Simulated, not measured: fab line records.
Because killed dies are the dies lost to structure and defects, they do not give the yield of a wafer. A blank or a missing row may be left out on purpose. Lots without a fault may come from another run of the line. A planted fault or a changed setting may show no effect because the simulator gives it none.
One fault through the eyes of 2 desks :: flow n5-finfet :: each desk has only its own numbers; what lay behind them comes last

== FOR THE TOOL OWNER'S DESK: rie-diel-03 ==
The tool's own readings at N5_SDB_HM_OPEN_20 (chemistry CH3F/O2, target SiNx, stops on poly-Si, target depth 24 nm): means of the sampled wafers that have a number, for each lot that ran on this tool. The brackets show how far a lot's mean lies from the usual mean; more than 4 standard deviations puts the lot out of limits, marked OUT.
Columns: A = drypump-motor-current-A at N5_SDB_HM_OPEN_20, usual 5.6 A; B = oes_f_703_au at N5_SDB_HM_OPEN_20, usual 0.77 a.u.; C = oes-product-au at N5_SDB_HM_OPEN_20, usual 0.63 a.u.; D = rf-vpp-V at N5_SDB_HM_OPEN_20, usual 299 V; E = showerhead-plenum-p-Torr at N5_SDB_HM_OPEN_20, usual 1.99 Torr; F = throttle-valve-pct at N5_SDB_HM_OPEN_20, usual 16.34 %
lot: L537
first seen here: day 3 19:29
A: 6.2
B: 0.83
C: 0.65
D: 298
E: 1.94
F: 16.30

lot: L538
first seen here: day 4 05:37
A: 5.7
B: 0.84
C: 0.69
D: 301
E: 1.99
F: 16.36

lot: L543
first seen here: day 5 06:53
A: 5.7
B: 0.80
C: 0.65
D: 301
E: 1.98
F: 16.39

lot: L544
first seen here: day 5 13:47
A: 6.0
B: 0.83
C: 0.68
D: 298
E: 1.93
F: 16.28

lot: L545
first seen here: day 5 20:10
A: 5.7
B: 0.79
C: 0.64
D: 302
E: 1.97
F: 16.40

lot: L547
first seen here: day 6 08:15
A: 6.0
B: 0.84
C: 0.67
D: 298
E: 1.94
F: 16.28
This desk found nothing out of limits on any of the 6 lots.

== AT THE METROLOGY DESK ==
Lot by lot, what the gauges showed, no matter which tool ran the lot: averages of those sampled wafers that carry a number. The brackets show how far a lot's mean lies from the usual mean; more than 4 standard deviations puts the lot out of limits, marked OUT.
Columns: A = cd-nm at N5_MIM_TOP_LITHO_CD_MEAS_08, usual 1999.5 nm
lot: L537
first seen here: day 11 02:28
A: 1998.7

lot: L538
first seen here: day 11 15:10
A: 1999.5

lot: L542
first seen here: day 12 19:04
A: 1997.5

lot: L544
first seen here: day 12 23:34
A: 1999.7

lot: L543
first seen here: day 13 02:39
A: 1998.0

lot: L545
first seen here: day 13 07:34
A: 1997.0

lot: L541
first seen here: day 13 07:35
A: 1998.2

lot: L547
first seen here: day 13 23:04
A: 1999.0

lot: L556
first seen here: day 16 10:44
A: 2000.0

lot: L560
first seen here: day 17 10:58
A: 1996.1
This desk found nothing out of limits on any of the 10 lots.

== TAKEN TOGETHER ==
Nothing out of limits was seen by the tool owner's desk.
At the metrology desk, nothing out of limits was observed.

== WHAT THE SIMULATOR PUT IN ==
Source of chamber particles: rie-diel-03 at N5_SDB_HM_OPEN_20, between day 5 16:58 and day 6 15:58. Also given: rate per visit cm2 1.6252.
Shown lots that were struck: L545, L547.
